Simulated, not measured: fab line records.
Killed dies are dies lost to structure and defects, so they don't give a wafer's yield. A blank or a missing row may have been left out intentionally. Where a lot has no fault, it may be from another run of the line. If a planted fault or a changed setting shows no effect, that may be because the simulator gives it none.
fab line records	flow n5-finfet
record: lots: 9	wafers: 27	last-day: 17
route steps=1938 shown GATE_CUT@503 MIM_BOT_ETCH@1866 TV_LITHO@1886 PASSIVATION@1910
lots that met no fault: from a run of the same line without faults
start-h: hours from the record's opening day to when the first of the lot's shown wafers began	wait-h: hours from the lot's prior step to this one	" as in the row above	L1.1+2: a row that stands for several wafers	- no value present, or no start provided	* or withheld: withheld	< > ~ a bound
route shown NAME@n: NAME is a module with steps in the file, n the number in the route of the first one	usual: mean/standard deviation of fault-free wafers	same: alike in all rows	chamber/n: place in a boat	sites: each site's reading	_std_site: standard deviation across them	_edge_site: mean of outer sites minus mean of inner sites	radius-mm: how far each site lies from the wafer's centre	mask NAME#n: copy n	behind: the last tool/chamber to shape the wafer	hold: reason for holding the lot/hours on hold/outcome of the hold	device: the transistor (n, p or np) that didn't switch	end of line: the same wafers' tests at the end of the route	for a step that has no rows: nothing shown but its recipe	killed: not the wafer's yield, but the dies lost to structure and defects at the first sort	map: shows each die of a wafer: x if killed, . if not, _ if none is there
set.NAME: the setting that was run; set.NAME@STEP: the one run at that earlier step	model.NAME: the simulator's own value behind a step, which no gauge read
one table for each step of the route and one row for each wafer, over a sample of lots
services: when a tool's chamber went out of use (start-h, in hours from the record's first day, below 0 if earlier), for how many hours, and the reason
== steps ==
step: N5_GATE_CUT_ETCH_47
recipe: chemistry: Cl2/BCl3	target: SiO2	target-depth-a: 100	pressure-mtorr: 10	icp-w: 1000	bias-w: 126	Cl2_flow_sccm: 53.25	bcl3-flow-sccm: 21.75	Ar_flow_sccm: 25
usual: bias-w: 126.1/0.4	drypump-motor-current-A: 5.8/0.57	oes-product-au: 0.80/0.11	rf-fwd-power-W: 978/4.1	throttle-valve-pct: 22.76/0.21
lot.wafer	tool	chamber	start-h	wait-h	bias-w	drypump-motor-current-A	oes-product-au	rf-fwd-power-W	rf-hours-counter-h	throttle-valve-pct
L377.2	rie-metal-02	0	83.43	0.0	126.5	6.5	0.60	975	142	22.95
L377.4	"	0	"	"	126.2	6.5	0.59	978	-	22.92
L377.6	"	0	"	"	125.6	6.5	0.60	982	-	22.95
L378.2	rie-metal-03	1	90.18	0.0	125.7	6.7	0.85	976	25	22.61
L378.4	"	1	"	"	125.9	6.7	0.85	979	-	22.61
L378.5	"	1	"	"	125.6	6.7	0.85	975	-	22.60
L379.3	rie-metal-02	1	99.52	0.0	126.4	5.6	0.71	980	-	23.03
L379.4	"	0	"	"	125.9	6.5	0.59	980	-	22.96
L379.5	"	1	"	"	125.7	5.6	0.71	983	-	23.05
L382.1	rie-metal-02	1	114.03	0.0	126.2	5.5	0.73	982	61	23.05
L382.2	"	0	"	"	125.9	6.5	0.59	976	145	22.95
L382.3	"	0	"	"	125.7	6.5	0.59	980	-	22.96
L384.2	rie-metal-02	1	128.51	0.1	126.2	5.6	0.71	980	-	23.07
L384.3	"	1	"	"	126.4	5.6	0.71	978	-	23.05
L384.4	"	1	"	"	126.0	5.6	0.72	977	-	23.06
L388.3	rie-metal-02	0	155.27	0.0	125.3	6.6	0.98	980	-	22.56
L388.4	"	1	"	"	125.9	5.5	0.70	986	-	23.07
L388.6	"	0	"	"	125.2	6.5	0.97	980	-	22.55
L390.1	rie-metal-02	0	168.51	0.0	126.2	6.6	0.96	981	3	22.56
L390.2	"	1	"	"	126.5	5.6	0.71	978	66	23.07
L390.5	"	0	"	"	126.7	6.6	0.96	979	-	22.56
L391.1	rie-metal-02	0	171.39	0.0	125.0	6.5	0.97	978	3	22.55
L391.3	"	0	"	"	126.3	6.5	0.96	979	-	22.57
L391.6	"	1	"	"	126.1	5.6	0.70	969	-	23.07
L392.2	rie-metal-02	0	179.30	0.0	126.5	6.6	0.96	983	4	22.55
L392.3	"	0	"	"	126.3	6.6	0.94	981	-	22.56
L392.5	"	0	"	"	126.2	6.6	0.95	981	-	22.56
step: N5_MIM_BOT_ETCH_ETCH_04
recipe: chemistry: CF4/O2	target: SiNx	target-depth-a: 260	time-s: 13	ion-energy-ev: 100	pressure-mtorr: 40	source-w: 535	bias-w: 49	Ar_flow_sccm: 100	cf4-flow-sccm: 100	O2_flow_sccm: 10
usual: bias-w: 49.01/0.16	cf4-flow-sccm: 99.99/0.3	drypump-motor-current-A: 5.6/0.36	oes-product-au: 0.82/0.071	rf-fwd-power-W: 531.2/2	rf-vpp-V: 240/6.3	showerhead-plenum-p-Torr: 2.25/0.046	throttle-valve-pct: 15.77/0.23
lot.wafer	tool	chamber	start-h	wait-h	bias-w	cf4-flow-sccm	drypump-motor-current-A	oes-product-au	rf-fwd-power-W	rf-hours-counter-h	rf-vpp-V	showerhead-plenum-p-Torr	throttle-valve-pct
L377.2	rie-diel-06	3	284.95	0.0	49.25	99.65	5.0	0.67	530.8	244	239	2.10	16.12
L377.4	"	0	"	"	49.18	100.05	5.2	0.88	528.9	41	247	2.24	15.42
L377.6	"	0	"	"	48.64	99.85	5.2	0.87	531.1	-	247	2.24	15.43
L378.2	rie-diel-06	3	285.08	0.0	48.63	99.88	4.9	0.67	532.3	244	239	2.10	16.11
L378.4	"	2	"	"	48.85	99.85	5.6	0.90	530.2	28	231	2.24	15.48
L378.5	"	0	"	"	48.95	99.60	5.2	0.87	527.9	-	248	2.24	15.43
L379.3	rie-diel-04	1	289.88	0.0	49.25	99.37	6.2	0.71	530.8	232	239	2.27	16.44
L379.4	"	2	"	"	48.98	100.14	5.9	0.69	529.3	236	242	2.17	16.13
L379.5	"	0	"	"	48.90	100.34	6.1	0.88	531.9	-	243	2.24	15.55
L382.1	rie-diel-06	3	328.71	0.0	49.10	99.92	4.9	0.96	533.1	2	243	2.35	15.66
L382.2	"	1	"	"	48.76	99.56	5.6	0.76	528.3	133	244	2.20	16.12
L382.3	"	0	"	"	48.95	100.07	5.2	0.86	525.3	56	247	2.24	15.44
L384.2	rie-diel-06	2	337.89	0.0	48.82	99.63	5.6	0.86	530.6	46	231	2.23	15.52
L384.3	"	3	"	"	49.15	100.34	4.9	0.93	529.6	6	245	2.35	15.68
L384.4	"	0	"	"	48.89	100.20	5.2	0.83	529.0	59	247	2.24	15.46
L388.3	rie-diel-01	0	387.77	0.0	49.05	100.41	5.9	0.78	531.8	91	241	2.32	15.60
L388.4	"	3	"	"	48.86	100.31	5.2	0.81	530.1	104	234	2.23	15.85
L388.6	"	0	"	"	48.84	99.97	5.9	0.79	533.4	-	240	2.32	15.60
L391.1	rie-diel-01	2	391.17	0.0	48.99	100.55	5.9	0.73	533.0	140	235	2.28	15.77
L391.3	"	3	"	"	48.92	100.14	5.2	0.80	532.4	105	233	2.23	15.85
L391.6	"	2	"	"	49.04	100.41	5.9	0.73	532.9	-	235	2.28	15.77
L390.1	rie-diel-01	3	400.75	0.0	48.92	100.15	5.2	0.81	531.5	108	232	2.23	15.86
L390.2	"	0	"	"	49.08	99.89	5.9	0.78	536.0	96	241	2.32	15.61
L390.5	"	2	"	"	48.80	99.86	5.9	0.73	532.2	-	237	2.27	15.79
L392.2	rie-diel-06	1	406.27	0.0	48.93	100.58	5.6	0.75	529.7	156	242	2.19	16.16
L392.3	"	0	"	"	49.01	100.54	5.2	0.81	528.4	84	249	2.23	15.50
L392.5	"	1	"	"	48.99	100.11	5.5	0.75	529.1	-	242	2.19	16.16
step: N5_PASSIVATION_DESCUM_12
recipe: chemistry: O2	time-s: 7.9	source-power-w: 50	bias-power-w: 20	pressure-mtorr: 20	rf-frequency-hz: 2.712e+07	temp-c: 40	o2-flow-sccm: 225
usual: drypump-motor-current-A: 5.6/0.48	oes-product-au: 0.83/0.096	rf-fwd-power-W: 49.64/0.18	rf-vpp-V: 243.4/1.5	showerhead-plenum-p-Torr: 2.11/0.08	temp-c: 39.99/0.1	throttle-valve-pct: 20.26/0.27
lot.wafer	tool	chamber	start-h	wait-h	drypump-motor-current-A	oes-product-au	rf-fwd-power-W	rf-hours-counter-h	rf-vpp-V	showerhead-plenum-p-Torr	temp-c	throttle-valve-pct
L378.2	rie-diel-03	1	286.72	0.0	6.4	0.89	49.53	25	242.2	2.04	40.00	19.94
L378.4	"	2	"	"	5.6	0.95	49.58	10	244.6	2.12	40.04	19.93
L378.5	"	1	"	"	6.3	0.88	49.81	-	243.3	2.05	39.92	19.92
L377.2	rie-diel-02	0	287.03	0.2	5.0	0.97	49.61	6	244.4	2.15	39.88	19.77
L377.4	"	3	"	"	6.0	0.69	49.69	226	242.3	1.98	40.08	20.45
L377.6	"	2	"	"	5.6	0.71	49.63	-	243.8	2.17	39.87	20.37
L379.3	rie-diel-02	2	291.42	0.0	5.6	0.71	49.29	225	244.6	2.17	39.96	20.36
L379.4	"	3	"	"	6.0	0.70	49.53	227	241.8	1.98	39.95	20.45
L379.5	"	1	"	"	6.4	0.74	49.78	-	242.2	2.01	39.96	20.61
L382.1	rie-diel-02	1	331.17	0.0	6.4	0.72	49.82	171	241.7	2.00	40.03	20.63
L382.2	"	3	"	"	6.0	0.70	49.64	238	241.6	1.97	40.05	20.48
L382.3	"	0	"	"	5.0	0.93	49.68	17	243.9	2.14	40.06	19.80
L384.2	rie-diel-05	0	339.75	0.0	5.5	0.90	49.64	38	243.3	2.06	39.88	20.47
L384.3	"	2	"	"	5.6	0.93	49.69	28	245.7	2.25	40.03	20.36
L384.4	"	3	"	"	4.9	0.96	49.32	11	243.5	2.14	40.20	20.15
L388.3	rie-diel-02	2	391.59	2.3	5.6	0.68	49.58	258	243.3	2.15	40.09	20.42
L388.4	"	2	"	"	5.6	0.69	49.41	-	243.4	2.15	39.97	20.42
L388.6	"	1	"	"	6.4	0.71	49.84	-	242.9	2.00	39.95	20.66
L391.1	rie-diel-05	0	394.48	0.6	5.6	0.86	49.78	52	240.3	2.06	40.01	20.48
L391.3	"	1	"	"	5.4	0.80	49.61	113	244.9	2.18	39.93	20.16
L391.6	"	1	"	"	5.4	0.79	49.60	-	245.5	2.19	39.87	20.16
L390.1	rie-diel-05	1	403.60	0.0	5.4	0.80	49.70	116	243.6	2.18	39.97	20.16
L390.2	"	0	"	"	5.6	0.86	49.81	56	242.7	2.06	40.17	20.50
L390.5	"	2	"	"	5.6	0.90	49.39	-	245.9	2.24	40.06	20.39
L392.2	rie-diel-05	0	409.07	0.0	5.6	0.87	49.59	58	243.5	2.05	39.84	20.48
L392.3	"	1	"	"	5.5	0.79	49.62	118	245.5	2.18	40.04	20.16
L392.5	"	0	"	"	5.5	0.86	49.53	-	242.7	2.05	39.98	20.49
step: N5_PASSIVATION_ETCH_59
recipe: chemistry: Cl2/BCl3	target: TaN	target-depth-a: 650	time-s: 34.9	ion-energy-ev: 100	pressure-mtorr: 10	icp-w: 900	bias-w: 100	Cl2_flow_sccm: 60	bcl3-flow-sccm: 30
usual: bias-w: 100.0/0.32	drypump-motor-current-A: 5.9/0.59	oes-product-au: 0.76/0.073	rf-fwd-power-W: 893.9/2.8	throttle-valve-pct: 21.10/0.2
lot.wafer	tool	chamber	start-h	wait-h	bias-w	drypump-motor-current-A	oes-product-au	rf-fwd-power-W	rf-hours-counter-h	throttle-valve-pct
L378.2	rie-metal-01	1	289.31	0.3	100.0	5.0	0.75	897.6	52	21.05
L378.4	"	0	"	"	100.1	5.5	0.73	888.6	-	21.16
L378.5	"	0	"	"	100.3	5.5	0.74	890.5	-	21.19
L377.2	rie-metal-03	1	289.38	0.3	100.2	6.7	0.79	896.5	39	21.02
L377.4	"	0	"	"	100.0	5.7	0.85	897.3	-	20.92
L377.6	"	1	"	"	100.5	6.7	0.79	898.4	-	21.03
L379.3	rie-metal-03	1	293.39	0.2	99.3	6.7	0.79	895.8	-	21.00
L379.4	"	0	"	"	99.9	5.7	0.85	889.8	-	20.91
L379.5	"	0	"	"	100.3	5.8	0.85	893.0	-	20.93
L382.1	rie-metal-03	0	336.42	0.3	99.7	5.7	0.84	892.2	22	20.93
L382.2	"	1	"	"	100.2	6.7	0.76	894.7	43	21.07
L382.3	"	1	"	"	99.5	6.7	0.78	891.0	-	21.02
L384.2	rie-metal-02	0	341.61	0.3	100.3	6.4	0.88	887.1	19	20.92
L384.3	"	0	"	"	100.4	6.4	0.87	895.6	-	20.92
L384.4	"	1	"	"	100.0	5.5	0.66	894.4	-	21.47
L388.3	rie-metal-02	1	395.22	0.2	100.3	5.6	0.65	896.0	-	21.49
L388.4	"	0	"	"	100.2	6.5	0.87	895.2	-	20.92
L388.6	"	1	"	"	100.2	5.6	0.65	896.1	-	21.48
L391.1	rie-metal-02	1	396.55	0.3	100.2	5.5	0.65	893.3	86	21.51
L391.3	"	1	"	"	100.3	5.6	0.65	894.9	-	21.48
L391.6	"	0	"	"	99.6	6.6	0.86	896.6	-	20.91
L390.1	rie-metal-02	1	405.74	0.3	100.7	5.5	0.65	897.9	87	21.49
L390.2	"	0	"	"	100.1	6.5	0.86	889.0	25	20.92
L390.5	"	0	"	"	100.0	6.5	0.85	894.9	-	20.92
L392.2	rie-metal-01	0	411.77	0.3	99.9	5.5	0.72	892.6	57	21.19
L392.3	"	0	"	"	100.1	5.5	0.72	891.9	-	21.18
L392.5	"	0	"	"	100.1	5.5	0.72	890.4	-	21.17
step: N5_PASSIVATION_PROBE_49
usual: defect-limited-yield: 91.3/1.4	killed_at_M0_to_M3: 34/10	killed_at_M4_up: 14/5.5	killed-at-contacts: 12/6	killed-at-front-end: 40/10	killed-at-other: 3.0/2.4	killed-dies: 103/17	killed-on-rim: 13/4.3	killed-open: 68/13	killed-short: 34/7.8	sort_bin_5_function: 5.1/0.97	sort_bin_6_memory: 3.3/0.66	sort_bin_8_speed: 0.02/0.12	sort-n-pass: 1077/17	sort-yield-pct: 91.2/1.4
same: gross-dies: 1180	killed-at-back-side: 0	sort_bin_4_leakage[%]: 0
lot.wafer	tool	chamber	start-h	wait-h	defect-limited-yield[%]	killed_at_M0_to_M3	killed_at_M4_up	killed-at-contacts	killed-at-front-end	killed-at-other	killed-dies	killed-on-rim	killed-open	killed-short	sort_bin_5_function[%]	sort_bin_6_memory[%]	sort_bin_8_speed[%]	sort-n-pass	sort-yield-pct[%]
L391.1	prober-01	-	401.46	0.0	85.5	29	7	18	117	0	171	26	75	28	8.6	4.0	0	1009	85.5
L391.3	prober-01	-	401.56	0.1	88.1	21	4	7	105	3	140	30	39	24	6.3	2.9	0	1040	88.1
L391.6	prober-01	-	401.71	0.3	79.8	26	17	17	177	1	238	26	71	35	11.6	5.0	0	942	79.8
L390.1	prober-02	-	410.10	0.0	87.3	26	12	9	102	1	150	29	61	16	7.7	3.2	0	1030	87.3
L390.2	prober-02	-	410.15	0.1	81.0	28	12	2	179	3	224	26	58	21	11.0	3.6	0	956	81.0
L390.5	prober-02	-	410.30	0.2	87.4	23	10	7	105	4	149	30	53	26	6.1	3.1	0	1031	87.4
L392.2	prober-01	-	416.65	0.1	85.2	49	10	10	103	3	175	32	63	37	8.1	4.0	0	1005	85.2
L392.3	prober-01	-	416.70	0.1	87.6	31	13	10	89	3	146	29	56	22	7.3	2.7	0	1034	87.6
L392.5	prober-01	-	416.80	0.2	85.9	26	18	7	111	4	166	31	61	36	7.8	3.9	0	1014	85.9
killed by level:class
L391.1 GATE_CUT:unspecified=66 FIN_SAQP:geometric-particle:open=18 MOL_CONTACT_COAG:geometric-particle:open=14 BEOL_M3:geometric-particle:open=10 ILD0:geometric-particle:short=6 BEOL_M0_SAQP:geometric-particle:open=6 STI_FIN_REVEAL:geometric-particle:open=5 BEOL_M1:geometric-particle:open=5
L391.3 GATE_CUT:unspecified=73 FIN_SAQP:geometric-particle:open=7 MOL_CONTACT_COAG:geometric-particle:open=6 BEOL_M3:geometric-particle:short=6 BEOL_M2:geometric-particle:open=5 STARTING-WAFER:geometric-particle:short=4 HKMG_FIN:area-etch=4 FIN_SAQP:geometric-particle:short=3
L391.6 GATE_CUT:unspecified=132 FIN_SAQP:geometric-particle:open=21 MOL_CONTACT_COAG:geometric-particle:open=11 BEOL_M4:geometric-particle:open=9 FIN_SAQP:geometric-particle:short=7 MOL_CONTACT_COAG:geometric-particle:short=6 BEOL_M3:geometric-particle:open=5 BEOL_M0_SAQP:geometric-particle:short=4
L390.1 GATE_CUT:unspecified=72 STI_FIN_REVEAL:geometric-particle:open=11 FIN_SAQP:geometric-particle:open=9 MOL_CONTACT_COAG:geometric-particle:open=9 BEOL_M3:geometric-particle:open=9 DUMMY_GATE:geometric-particle:open=5 BEOL_M0_SAQP:geometric-particle:short=5 BEOL_M1:geometric-particle:open=4
L390.2 GATE_CUT:unspecified=141 STI_FIN_REVEAL:geometric-particle:open=16 BEOL_M0_SAQP:geometric-particle:open=8 BEOL_M3:geometric-particle:open=7 BEOL_M0_SAQP:geometric-particle:short=5 HKMG_FIN:area-etch=4 FIN_SAQP:geometric-particle:open=3 STI_FIN_REVEAL:geometric-particle:short=3
L390.5 GATE_CUT:unspecified=66 FIN_SAQP:geometric-particle:open=13 FIN_SAQP:geometric-particle:short=8 BEOL_M0:geometric-particle:open=6 STI_FIN_REVEAL:geometric-particle:open=5 MOL_CONTACT_COAG:geometric-particle:open=5 BEOL_M0_SAQP:geometric-particle:open=5 BEOL_M4:geometric-particle:open=5
L392.2 GATE_CUT:unspecified=69 BEOL_M0_SAQP:geometric-particle:open=11 MOL_CONTACT_COAG:geometric-particle:open=8 BEOL_M3:geometric-particle:open=7 FIN_SAQP:geometric-particle:open=6 STI_FIN_REVEAL:geometric-particle:open=6 BEOL_M0_SAQP:geometric-particle:short=6 BEOL_M2:geometric-particle:open=6
L392.3 GATE_CUT:unspecified=68 MOL_CONTACT_COAG:geometric-particle:open=8 BEOL_M0_SAQP:geometric-particle:open=7 BEOL_M1:geometric-particle:open=6 BEOL_M2:geometric-particle:open=5 BEOL_M4:geometric-particle:open=5 FIN_SAQP:geometric-particle:open=4 GATE_CUT:geometric-particle:short=4
L392.5 GATE_CUT:unspecified=68 FIN_SAQP:geometric-particle:open=7 BEOL_M0_SAQP:geometric-particle:short=7 FIN_SAQP:geometric-particle:short=6 STI_FIN_REVEAL:geometric-particle:open=6 BEOL_M1:geometric-particle:short=5 BEOL_M3:geometric-particle:open=5 BEOL_M7:geometric-particle:open=5
== services ==
tool	chamber	start-h	hours	kind
rie-diel-05	-	66.04	5.2	repair
rie-diel-01	1	88.33	1.7	repair
rie-diel-02	1	125.47	2.9	repair
rie-diel-06	0	130.10	4.0	repair
rie-diel-05	-	154.02	2.8	pm
rie-diel-02	1	154.53	9.8	repair
rie-diel-05	3	171.94	12.6	repair
rie-diel-06	3	181.80	17.0	repair
rie-metal-03	-	221.17	2.8	pm
rie-diel-02	1	229.90	7.5	repair
rie-metal-02	-	259.01	1.1	repair
rie-metal-02	1	266.96	4.9	repair
rie-diel-05	1	270.40	3.0	repair
rie-metal-03	1	272.82	4.8	repair
rie-diel-02	0	274.42	7.1	repair
rie-metal-02	0	284.47	3.0	repair
rie-metal-02	1	307.00	6.2	repair
rie-diel-05	1	330.57	3.3	repair
rie-diel-05	-	333.75	0.4	repair
rie-diel-02	0	350.54	31.6	repair
rie-metal-03	1	351.35	12.2	repair
rie-diel-06	1	354.22	10.2	repair
rie-diel-05	-	385.81	4.3	pm
rie-diel-05	3	390.15	6.0	repair
== key ==
first-sign: step: N5_PASSIVATION_PROBE_49	reading: killed-at-front-end	direction: up	sigmas: 7.7	usual: 40	struck: 121
effect: step: N5_PASSIVATION_PROBE_49	reading: killed-dies	direction: up	sigmas: 4.2	usual: 103	struck: 173
more-kills-born-at: N5_GATE_CUT_ETCH_47@rie-metal-02: 755
met-at N5_GATE_CUT_ETCH_47
struck-lots L390,L391,L392
not-acting-at N5_MIM_BOT_ETCH_ETCH_04,N5_PASSIVATION_DESCUM_12,N5_PASSIVATION_ETCH_59
onset-between 155.27 168.51
also-fits time
fault: kind: chamber-particle-source	tool: rie-metal-02	chamber: -	onset-h: 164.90	steps: N5_GATE_CUT_ETCH_47	rate-per-visit-cm2: 1.6193	end-h: 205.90
